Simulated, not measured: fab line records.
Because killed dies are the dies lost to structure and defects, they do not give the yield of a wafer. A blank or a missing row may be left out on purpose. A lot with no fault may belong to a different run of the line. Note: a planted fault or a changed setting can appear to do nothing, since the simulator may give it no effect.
Chamber matching + flow nand-harc + 4 sister chambers for NHARC_A_CONTACT_ETCH_88 on rie-diel-05
The step etches the open film in CF4, target depth 39 nm, time 65 s. 42 wafers are shown with their chamber, then 12 later ones without.

WAFERS PAIRED WITH THEIR CHAMBERS
| wafer  | chamber | drypump-motor-current-A (A) | showerhead-plenum-p-Torr (Torr) | rf-vpp-V (V) |
|--------|---------|-----------------------------|---------------------------------|--------------|
| L074.1 | 3       | 5.9                         | 1.80                            | 151.6        |
| L074.2 | 0       | 5.5                         | 1.87                            | 153.3        |
| L074.4 | 2       | 5.7                         | 1.90                            | 153.4        |
| L076.1 | 0       | 5.5                         | 1.87                            | 152.9        |
| L076.2 | 3       | 5.8                         | 1.80                            | 149.9        |
| L076.5 | 0       | 5.4                         | 1.87                            | 152.0        |
| L078.1 | 1       | 6.6                         | 1.86                            | 151.1        |
| L078.2 | 0       | 5.4                         | 1.87                            | 152.0        |
| L078.3 | 2       | 5.7                         | 1.90                            | 153.1        |
| L078.4 | 3       | 5.8                         | 1.80                            | 151.4        |
| L078.5 | 3       | 5.8                         | 1.80                            | 152.3        |
| L078.6 | 2       | 5.7                         | 1.90                            | 153.8        |
| L079.2 | 0       | 5.5                         | 1.87                            | 151.7        |
| L079.5 | 1       | 6.5                         | 1.86                            | 153.1        |
| L079.6 | 0       | 5.4                         | 1.87                            | 152.9        |
| L081.3 | 2       | 5.7                         | 1.90                            | 153.6        |
| L081.4 | 0       | 5.5                         | 1.87                            | 151.1        |
| L081.6 | 3       | 5.9                         | 1.79                            | 151.8        |
| L083.2 | 1       | 6.6                         | 1.86                            | 151.6        |
| L083.4 | 3       | 5.9                         | 1.79                            | 151.4        |
| L083.6 | 2       | 5.7                         | 1.90                            | 153.7        |
| L084.2 | 1       | 6.6                         | 1.86                            | 153.3        |
| L084.3 | 0       | 5.5                         | 1.87                            | 151.8        |
| L084.5 | 2       | 5.8                         | 1.90                            | 152.5        |
| L087.1 | 2       | 5.7                         | 1.90                            | 152.2        |
| L087.2 | 1       | 6.6                         | 1.85                            | 151.5        |
| L087.6 | 2       | 5.7                         | 1.90                            | 154.2        |
| L089.1 | 2       | 5.7                         | 1.90                            | 153.3        |
| L089.3 | 1       | 6.5                         | 1.85                            | 153.5        |
| L089.6 | 2       | 5.7                         | 1.90                            | 151.9        |
| L090.1 | 1       | 6.5                         | 1.85                            | 152.3        |
| L090.3 | 2       | 5.8                         | 1.90                            | 153.1        |
| L090.5 | 3       | 5.9                         | 1.79                            | 151.6        |
| L088.4 | 2       | 5.7                         | 1.90                            | 154.3        |
| L088.5 | 0       | 5.4                         | 1.86                            | 151.0        |
| L088.6 | 1       | 6.6                         | 1.85                            | 150.8        |
| L093.1 | 2       | 5.7                         | 1.89                            | 154.1        |
| L093.2 | 3       | 5.9                         | 1.79                            | 150.2        |
| L093.3 | 0       | 5.4                         | 1.86                            | 152.4        |
| L094.1 | 0       | 5.5                         | 1.86                            | 151.3        |
| L094.2 | 1       | 6.6                         | 1.85                            | 152.2        |
| L094.4 | 2       | 5.7                         | 1.89                            | 151.2        |

SIGNATURES (means of the wafers above)
| reading                  | chamber 0 | chamber 1 | chamber 2 | chamber 3 | scatter within a chamber |
|--------------------------|-----------|-----------|-----------|-----------|--------------------------|
| drypump-motor-current-A  | 5.455     | 6.567     | 5.714     | 5.862     | 0.0468                   |
| showerhead-plenum-p-Torr | 1.8673    | 1.8544    | 1.8986    | 1.7950    | 0.00462                  |
| rf-vpp-V                 | 152.036   | 152.156   | 153.171   | 151.275   | 0.877                    |
Rule: distance of a wafer from a chamber = root of the sum over the readings of ((wafer's reading minus chamber's mean) / reading's scatter) squared. If the next closest chamber is less than 2 further off than the closest, the wafer can't be placed; otherwise it belongs to the closest. The scatter: the root of (the sum of the squares of (reading less its chamber's mean) over the shown wafers, divided by (wafers less chambers)).

WAFERS WHOSE CHAMBER IS MISSING
| wafer  | drypump-motor-current-A (A) | showerhead-plenum-p-Torr (Torr) | rf-vpp-V (V) |
|--------|-----------------------------|---------------------------------|--------------|
| L092.1 | 5.9                         | 1.79                            | 153.0        |
| L092.2 | 5.4                         | 1.86                            | 152.0        |
| L092.3 | 6.6                         | 1.85                            | 152.2        |
| L095.2 | 6.6                         | 1.85                            | 152.0        |
| L095.3 | 5.9                         | 1.79                            | 150.7        |
| L095.6 | 5.7                         | 1.89                            | 152.0        |
| L097.2 | 5.8                         | 1.79                            | 151.0        |
| L097.3 | 5.4                         | 1.86                            | 152.5        |
| L097.6 | 5.4                         | 1.86                            | 153.4        |
| L096.1 | 5.4                         | 1.86                            | 152.6        |
| L096.2 | 6.6                         | 1.85                            | 153.4        |
| L096.6 | 5.9                         | 1.79                            | 150.9        |

WHICH CHAMBER EACH ONE RAN IN
| wafer  | from the rows above | in truth |
|--------|---------------------|----------|
| L092.1 | 3                   | 3        |
| L092.2 | 0                   | 0        |
| L092.3 | 1                   | 1        |
| L095.2 | 1                   | 1        |
| L095.3 | 3                   | 3        |
| L095.6 | 2                   | 2        |
| L097.2 | 3                   | 3        |
| L097.3 | 0                   | 0        |
| L097.6 | 0                   | 0        |
| L096.1 | 0                   | 0        |
| L096.2 | 1                   | 1        |
| L096.6 | 3                   | 3        |
Correctly placed: 12 of 12. Left unplaced by these rows: 0. Placed wrongly: 0.
